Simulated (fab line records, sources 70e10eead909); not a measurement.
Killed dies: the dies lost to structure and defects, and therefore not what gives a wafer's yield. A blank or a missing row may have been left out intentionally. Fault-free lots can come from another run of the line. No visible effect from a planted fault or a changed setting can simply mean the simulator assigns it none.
Chamber matching || flow nand harc || NHARC_A_STAIRCASE_TRIM_20 on rie diel-01 has 4 sister chambers
The step chemistry O2, time 211.2 s. 16 wafers are shown with their chamber, then 7 later ones without.

WAFERS WITH THEIR CHAMBER
{"wafer": "L782.2", "chamber": 0, "drypump motor current A (A)": 5.7, "showerhead plenum p Torr (Torr)": 3.47, "run length s (s)": 232.7}
{"wafer": "L782.4", "chamber": 2, "drypump motor current A (A)": 5.9, "showerhead plenum p Torr (Torr)": 3.35, "run length s (s)": 232.1}
{"wafer": "L782.5", "chamber": 3, "drypump motor current A (A)": 5.3, "showerhead plenum p Torr (Torr)": 3.35, "run length s (s)": 232.9}
{"wafer": "L787.3", "chamber": 1, "drypump motor current A (A)": 4.8, "showerhead plenum p Torr (Torr)": 3.61, "run length s (s)": 233.3}
{"wafer": "L787.5", "chamber": 1, "drypump motor current A (A)": 4.8, "showerhead plenum p Torr (Torr)": 3.61, "run length s (s)": 233.8}
{"wafer": "L787.6", "chamber": 2, "drypump motor current A (A)": 5.9, "showerhead plenum p Torr (Torr)": 3.34, "run length s (s)": 232.2}
{"wafer": "L789.4", "chamber": 2, "drypump motor current A (A)": 5.9, "showerhead plenum p Torr (Torr)": 3.33, "run length s (s)": 231.9}
{"wafer": "L789.5", "chamber": 3, "drypump motor current A (A)": 5.3, "showerhead plenum p Torr (Torr)": 3.34, "run length s (s)": 233.3}
{"wafer": "L789.6", "chamber": 0, "drypump motor current A (A)": 5.7, "showerhead plenum p Torr (Torr)": 3.46, "run length s (s)": 232.9}
{"wafer": "L792.3", "chamber": 1, "drypump motor current A (A)": 4.8, "showerhead plenum p Torr (Torr)": 3.60, "run length s (s)": 233.4}
{"wafer": "L792.4", "chamber": 2, "drypump motor current A (A)": 5.9, "showerhead plenum p Torr (Torr)": 3.33, "run length s (s)": 231.9}
{"wafer": "L800.2", "chamber": 0, "drypump motor current A (A)": 5.7, "showerhead plenum p Torr (Torr)": 3.44, "run length s (s)": 232.4}
{"wafer": "L800.3", "chamber": 3, "drypump motor current A (A)": 5.2, "showerhead plenum p Torr (Torr)": 3.33, "run length s (s)": 232.8}
{"wafer": "L800.4", "chamber": 3, "drypump motor current A (A)": 5.2, "showerhead plenum p Torr (Torr)": 3.33, "run length s (s)": 233.1}
{"wafer": "L801.2", "chamber": 2, "drypump motor current A (A)": 5.9, "showerhead plenum p Torr (Torr)": 3.31, "run length s (s)": 232.1}
{"wafer": "L801.4", "chamber": 1, "drypump motor current A (A)": 4.8, "showerhead plenum p Torr (Torr)": 3.58, "run length s (s)": 233.5}

SIGNATURES (averages over the wafers above)
{"reading": "drypump motor current A", "chamber 0": 5.700, "chamber 1": 4.800, "chamber 2": 5.900, "chamber 3": 5.250, "scatter within a chamber": 0.0289}
{"reading": "showerhead plenum p Torr", "chamber 0": 3.4567, "chamber 1": 3.6000, "chamber 2": 3.3320, "chamber 3": 3.3375, "scatter within a chamber": 0.0136}
{"reading": "run length s", "chamber 0": 232.667, "chamber 1": 233.500, "chamber 2": 232.040, "chamber 3": 233.025, "scatter within a chamber": 0.201}
Rule: for each reading, subtract the chamber's mean from the wafer's reading, divide by that reading's scatter and square the result; add these up over the readings and take the root, which gives the wafer's distance from the chamber. The wafer belongs to the nearest chamber; if the next one is less than 2 further off, it can't be placed. The scatter is the square root of a quotient: the sum, over the shown wafers, of each reading's squared deviation from its chamber's mean, divided by wafers minus chambers.

WAFERS WITHOUT THEIR CHAMBER
{"wafer": "L801.5", "drypump motor current A (A)": 5.7, "showerhead plenum p Torr (Torr)": 3.44, "run length s (s)": 232.4}
{"wafer": "L803.1", "drypump motor current A (A)": 4.8, "showerhead plenum p Torr (Torr)": 3.58, "run length s (s)": 233.2}
{"wafer": "L803.3", "drypump motor current A (A)": 5.7, "showerhead plenum p Torr (Torr)": 3.44, "run length s (s)": 232.7}
{"wafer": "L803.6", "drypump motor current A (A)": 5.7, "showerhead plenum p Torr (Torr)": 3.44, "run length s (s)": 232.4}
{"wafer": "L804.1", "drypump motor current A (A)": 6.0, "showerhead plenum p Torr (Torr)": 3.31, "run length s (s)": 232.1}
{"wafer": "L804.2", "drypump motor current A (A)": 5.3, "showerhead plenum p Torr (Torr)": 3.32, "run length s (s)": 233.0}
{"wafer": "L804.5", "drypump motor current A (A)": 4.8, "showerhead plenum p Torr (Torr)": 3.58, "run length s (s)": 233.3}

WHICH CHAMBER EACH ONE RAN IN
{"wafer": "L801.5", "from the rows above": 0, "in truth": 0}
{"wafer": "L803.1", "from the rows above": 1, "in truth": 1}
{"wafer": "L803.3", "from the rows above": 0, "in truth": 0}
{"wafer": "L803.6", "from the rows above": 0, "in truth": 0}
{"wafer": "L804.1", "from the rows above": 2, "in truth": 2}
{"wafer": "L804.2", "from the rows above": 3, "in truth": 3}
{"wafer": "L804.5", "from the rows above": 1, "in truth": 1}
Correctly placed: 7 of 7. Number that these rows cannot place: 0. Placed wrongly: 0.
